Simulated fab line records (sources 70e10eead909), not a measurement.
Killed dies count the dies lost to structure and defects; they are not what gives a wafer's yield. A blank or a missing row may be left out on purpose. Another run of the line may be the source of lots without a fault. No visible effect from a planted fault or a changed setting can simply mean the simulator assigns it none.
Which tool did it? | flow nand-harc | 14 lots with 42 wafers sampled at 5 steps, on a route of 1159 steps

WHAT THE GAUGES SHOWED, per wafer
NHARC_A_ONON_D1_THK_MEAS_02: measures by ellipsometry. Usual: thk-nm reads 1004 nm (standard deviation 8.2).
lot  | measured     | on            | thk-nm (nm)    | flag
L842 | day 7 20:11  | film-metro-02 | 1003 1003 1000 |
L844 | day 8 03:30  | film-metro-02 | 1010 1012 1009 |
L843 | day 8 03:30  | film-metro-01 | 1005 1004 1005 |
L845 | day 8 13:34  | film-metro-02 | 1011 1012 1013 |
L846 | day 8 13:35  | film-metro-01 | 1009 1006 1009 |
L847 | day 8 19:09  | film-metro-01 | 1005 1007 1008 |
L848 | day 8 19:11  | film-metro-02 | 1009 1010 1009 |
L852 | day 10 05:07 | film-metro-01 | 1011 1009 1009 |
L855 | day 10 16:03 | film-metro-01 | 1014 1014 1015 |
L859 | day 11 18:07 | film-metro-01 | 1007 1007 1007 |
L858 | day 11 18:08 | film-metro-02 | 1010 1010 1007 |
L861 | day 12 08:17 | film-metro-02 | 995 994 995    |
L864 | day 13 01:59 | film-metro-01 | 1010 1011 1009 |
L865 | day 13 15:50 | film-metro-02 | 991 989 992    |

NHARC_A_ONON_D1_THK_MEAS_24: measures by ellipsometry. Usual: thk-nm reads 1001 nm (standard deviation 8.9).
lot  | measured     | on            | thk-nm (nm)    | flag
L842 | day 8 08:40  | film-metro-02 | 1006 1007 1008 |
L844 | day 8 16:11  | film-metro-01 | 998 997 995    |
L843 | day 8 16:04  | film-metro-01 | 996 997 997    |
L845 | day 9 00:07  | film-metro-02 | 1003 1001 1001 |
L846 | day 9 00:08  | film-metro-01 | 1007 1006 1004 |
L847 | day 9 05:44  | film-metro-01 | 989 990 987    |
L848 | day 9 05:43  | film-metro-02 | 1010 1009 1009 |
L852 | day 10 15:41 | film-metro-02 | 1535 1534 1535 | OFF
L855 | day 11 02:34 | film-metro-01 | 1536 1537 1536 | OFF
L859 | day 12 05:17 | film-metro-01 | 980 983 980    |
L858 | day 12 05:19 | film-metro-01 | 998 1000 1001  |
L861 | day 12 18:55 | film-metro-02 | 1002 1003 1004 |
L864 | day 13 12:26 | film-metro-01 | 1006 1007 1005 |
L865 | day 14 02:25 | film-metro-02 | 1001 1000 1000 |

NHARC_END_SORT_01. Usual: killed-at-array 29, standard deviation 11; killed-at-other 0.7, standard deviation 1.1; killed-at-periphery 3.1, standard deviation 2; killed-dies 33, standard deviation 11; killed-open 3.5, standard deviation 1.8; killed-short 2.0, standard deviation 1.4.
lot  | measured     | on        | killed-at-array | killed-at-other | killed-at-periphery | killed-dies | killed-open | killed-short | flag
L852 | day 22 14:11 | prober-01 | 673 673 670     | 0 0 0           | 4 4 7               | 677 677 677 | 4 3 8       | 1 2 3        | OFF
L855 | day 22 15:48 | prober-02 | 675 676 676     | 0 0 1           | 2 1 0               | 677 677 677 | 3 3 2       | 3 5 4        | OFF

WHICH TOOL RAN EACH LOT (tool, then ch and the chambers of the sampled wafers, then the start)
lot  | NHARC_A_ONON_D1_DEP_22           | NHARC_A_CHANNEL_HOLE_D1_DEP_00
L842 | pecvd-onon-02 ch 0, day 8 08:10  | acl-dep-01 ch 0, day 8 10:51
L844 | pecvd-onon-02 ch 0, day 8 15:44  | acl-dep-01 ch 0, day 8 20:11
L843 | pecvd-onon-03 ch 0, day 8 15:40  | acl-dep-02 ch 0, day 8 20:01
L845 | pecvd-onon-01 ch 0, day 8 23:38  | acl-dep-02 ch 0, day 9 02:11
L846 | pecvd-onon-03 ch 0, day 8 23:36  | acl-dep-01 ch 0, day 9 01:56
L847 | pecvd-onon-03 ch 0, day 9 05:13  | acl-dep-01 ch 0, day 9 08:59
L848 | pecvd-onon-02 ch 0, day 9 05:13  | acl-dep-02 ch 0, day 9 08:54
L852 | pecvd-onon-02 ch 0, day 10 15:11 | -
L855 | pecvd-onon-02 ch 0, day 11 02:11 | -
L859 | pecvd-onon-01 ch 0, day 12 04:53 | acl-dep-01 ch 0, day 12 07:41
L858 | pecvd-onon-03 ch 0, day 12 04:50 | acl-dep-02 ch 0, day 12 08:47
L861 | pecvd-onon-03 ch 0, day 12 18:25 | acl-dep-02 ch 0, day 12 22:11
L864 | pecvd-onon-03 ch 0, day 13 11:56 | acl-dep-02 ch 0, day 13 16:33
L865 | pecvd-onon-01 ch 0, day 14 01:55 | acl-dep-03 ch 0, day 14 04:13
- NHARC_A_ONON_D1_DEP_22: target thk 1000 nm.
- NHARC_A_CHANNEL_HOLE_D1_DEP_00: deposits aC, target thk 3100 nm.

AS READ BY THE TOOLS THEMSELVES (means over the sampled wafers that have a number; for cases with no such wafer, the mark the record gives instead)
NHARC_A_ONON_D1_DEP_22. Usual: susceptor-temp-C reads 399.97 C (standard deviation 0.22).
lot  | tool          | susceptor-temp-C (C) | flag
L842 | pecvd-onon-02 | 400.06               |
L844 | pecvd-onon-02 | 399.73               |
L843 | pecvd-onon-03 | 399.65               |
L845 | pecvd-onon-01 | 399.93               |
L846 | pecvd-onon-03 | 399.89               |
L847 | pecvd-onon-03 | 399.97               |
L848 | pecvd-onon-02 | 400.16               |
L852 | pecvd-onon-02 | 399.77               |
L855 | pecvd-onon-02 | 400.23               |
L859 | pecvd-onon-01 | 399.84               |
L858 | pecvd-onon-03 | 400.15               |
L861 | pecvd-onon-03 | 400.18               |
L864 | pecvd-onon-03 | 399.85               |
L865 | pecvd-onon-01 | 399.95               |

NHARC_A_CHANNEL_HOLE_D1_DEP_00. Usual: susceptor-temp-C 399.96 C, standard deviation 0.22; throttle-valve-pct 35.000 %, standard deviation 0.0091.
lot  | tool       | susceptor-temp-C (C) | throttle-valve-pct (%) | flag
L842 | acl-dep-01 | -                    | 34.999                 | OFF
L844 | acl-dep-01 | 400.05               | 34.994                 |
L843 | acl-dep-02 | 400.08               | 34.992                 |
L845 | acl-dep-02 | 399.79               | 35.007                 |
L846 | acl-dep-01 | -                    | 34.995                 | OFF
L847 | acl-dep-01 | 399.80               | 34.999                 |
L848 | acl-dep-02 | -                    | 35.006                 | OFF
L859 | acl-dep-01 | 399.82               | 35.004                 |
L858 | acl-dep-02 | 400.15               | 34.996                 |
L861 | acl-dep-02 | -                    | 35.006                 | OFF
L864 | acl-dep-02 | -                    | 35.009                 | OFF
L865 | acl-dep-03 | 400.00               | 34.999                 |

THE ANSWER, worked out from the rows above alone
Rule: a lot counts as off when the mean over its wafers that have a number is more than 3 standard deviations away from the usual mean. A lot without any number at a reading at which 4 lots or more have one is off too. The other lots that the step has rows for count as sound. First the gauges in route order, then the tools' own readings, where a lot's mean is used as printed above. The first step at which some lot is off is used, and at that step the reading that is off furthest; a lot without a number counts as furthest.
Off, at NHARC_A_ONON_D1_THK_MEAS_24 on thk-nm: L852, L855.
If a tool, at a process step before that reading, ran all the lots that are off and no sound lot after the first of them, it fits. Not tried: the gauges at NHARC_A_ONON_D1_THK_MEAS_24; whatever is off there is also off at NHARC_END_SORT_01, on other tools, and gauge error can't account for it. One candidate fits, namely pecvd-onon-02 at NHARC_A_ONON_D1_DEP_22. A fault onset in the window from L848 (day 9 05:13, its last sound lot) to L852 (day 10 15:11, its first lot off) fits.

WHAT WAS PUT IN BY THE SIMULATOR
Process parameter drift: pecvd-onon-02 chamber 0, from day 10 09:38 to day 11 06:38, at NHARC_A_ONON_D1_DEP_22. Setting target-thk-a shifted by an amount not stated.
Struck lots among those shown: L852, L855. The rule above found the same.
